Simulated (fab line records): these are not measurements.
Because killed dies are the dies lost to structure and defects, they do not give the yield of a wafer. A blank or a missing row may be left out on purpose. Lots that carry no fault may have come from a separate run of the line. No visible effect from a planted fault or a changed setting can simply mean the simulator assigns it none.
Which tool was responsible? ; flow n5Finfet ; 25 wafers from 9 lots sampled at 5 of the route's 1938 steps

## WHAT EACH GAUGE READ, for each wafer
N5_SD_EPI_N_EPI_MEAS_23.
lot;measured;on;thkNm (nm)
L329;day 3 21:47;filmMetro-02;59.2 60.0 58.2
L331;day 4 10:38;filmMetro-01;59.4 60.2 60.3
L334;day 5 06:37;filmMetro-02;58.5 58.0 58.5
L335;day 5 09:01;filmMetro-01;60.6 59.5 61.9
L336;day 5 15:28;filmMetro-02;58.7 58.3 58.2
L342;day 7 03:52;filmMetro-02;42.7 60.0
L343;day 7 09:14;filmMetro-01;57.2 43.0
L348;day 8 20:33;filmMetro-02;57.4 58.8 59.4
L349;day 8 23:46;filmMetro-02;59.8 59.7 60.3

## EACH LOT AND THE TOOL THAT RAN IT (in order: tool; ch and the chambers of the sampled wafers; start)
lot;N5_SPACER0_ALD_00;N5_SD_EPI_N_ETCH_34;N5_SD_EPI_N_VAPOR_ETCH_50;N5_SD_EPI_N_EPI_21
L329;aldSin-01 ch 1,2,3, day 3 17:20;rieDiel-04 ch 0,1, day 3 18:26;epiRpcvd-01 ch 0, day 3 19:53;epiRpcvd-01 ch 0, day 3 20:04
L331;aldSin-01 ch 0,3, day 4 05:50;rieDiel-04 ch 0,1,2, day 4 06:40;epiRpcvd-02 ch 0, day 4 08:07;epiRpcvd-02 ch 0, day 4 08:22
L334;aldSin-03 ch 0,1,2, day 4 23:35;rieDiel-04 ch 1,2,3, day 5 03:16;epiRpcvd-03 ch 0, day 5 04:44;epiRpcvd-03 ch 0, day 5 05:10
L335;aldSin-03 ch 0,1,2, day 5 04:42;rieDiel-01 ch 0,1,2, day 5 05:38;epiRpcvd-02 ch 0, day 5 07:06;epiRpcvd-02 ch 0, day 5 07:17
L336;aldSin-04 ch 1,2,3, day 5 10:59;rieDiel-02 ch 2,3, day 5 12:05;epiRpcvd-02 ch 0, day 5 13:33;epiRpcvd-02 ch 0, day 5 13:44
L342;aldSin-03 ch 2,3, day 6 23:23;rieDiel-02 ch 1,2, day 7 00:28;epiRpcvd-02 ch 0, day 7 01:59;epiRpcvd-02 ch 0, day 7 02:25
L343;aldSin-04 ch 2,3, day 7 04:56;rieDiel-01 ch 0,3, day 7 05:52;epiRpcvd-02 ch 0, day 7 07:24;epiRpcvd-02 ch 0, day 7 08:05
L348;aldSin-04 ch 0,2, day 8 16:16;rieDiel-04 ch 0,2,3, day 8 17:11;epiRpcvd-01 ch 0, day 8 18:39;epiRpcvd-01 ch 0, day 8 18:50
L349;aldSin-01 ch 0,1,3, day 8 19:06;rieDiel-04 ch 0,2,3, day 8 20:10;epiRpcvd-03 ch 0, day 8 21:52;epiRpcvd-03 ch 0, day 8 22:03
- N5_SPACER0_ALD_00: deposits SiOCN, target thk 3.5 nm, pulse time 3 s, purge time 2 s.
- N5_SD_EPI_N_ETCH_34: etches SiARC in CF4, target depth 45.5 nm, time 75.8 s.
- N5_SD_EPI_N_VAPOR_ETCH_50: etches Si in HCl, time 54 s.
- N5_SD_EPI_N_EPI_21: deposits Si:P, time 690 s.

## THE ANSWER, worked out from the rows above alone
Rule: what is usual is taken from the lots themselves. The widest of any qualifying gaps counts: lots, ordered by their means at a reading, are off when they make up no more than a third of the lots, leave a main group of 4 or more, and stand apart from it by 3 or more times the standard deviation of that group's means. A main group whose means are all the same, to the digits that the tables above print for the reading, isn't used. Also off: a lot with no number at a reading for which 4 or more lots have one. All remaining lots with rows at the step are treated as sound.
Off, at N5_SD_EPI_N_EPI_MEAS_23 on thkNm: L342, L343. Main group: mean 59.3 nm, sd 0.85.
If a tool, at a process step before that reading, ran all the lots that are off and no sound lot after the first of them, it fits. The gauges at N5_SD_EPI_N_EPI_MEAS_23 are tried like those tools. One fits: epiRpcvd-02 at N5_SD_EPI_N_VAPOR_ETCH_50 and N5_SD_EPI_N_EPI_21. At N5_SD_EPI_N_VAPOR_ETCH_50 its last sound lot is L336 (day 5 13:33), its first lot that is off L342 (day 7 01:59): a fault that began between those two fits.

## WHAT THE SIMULATOR HAD PUT IN
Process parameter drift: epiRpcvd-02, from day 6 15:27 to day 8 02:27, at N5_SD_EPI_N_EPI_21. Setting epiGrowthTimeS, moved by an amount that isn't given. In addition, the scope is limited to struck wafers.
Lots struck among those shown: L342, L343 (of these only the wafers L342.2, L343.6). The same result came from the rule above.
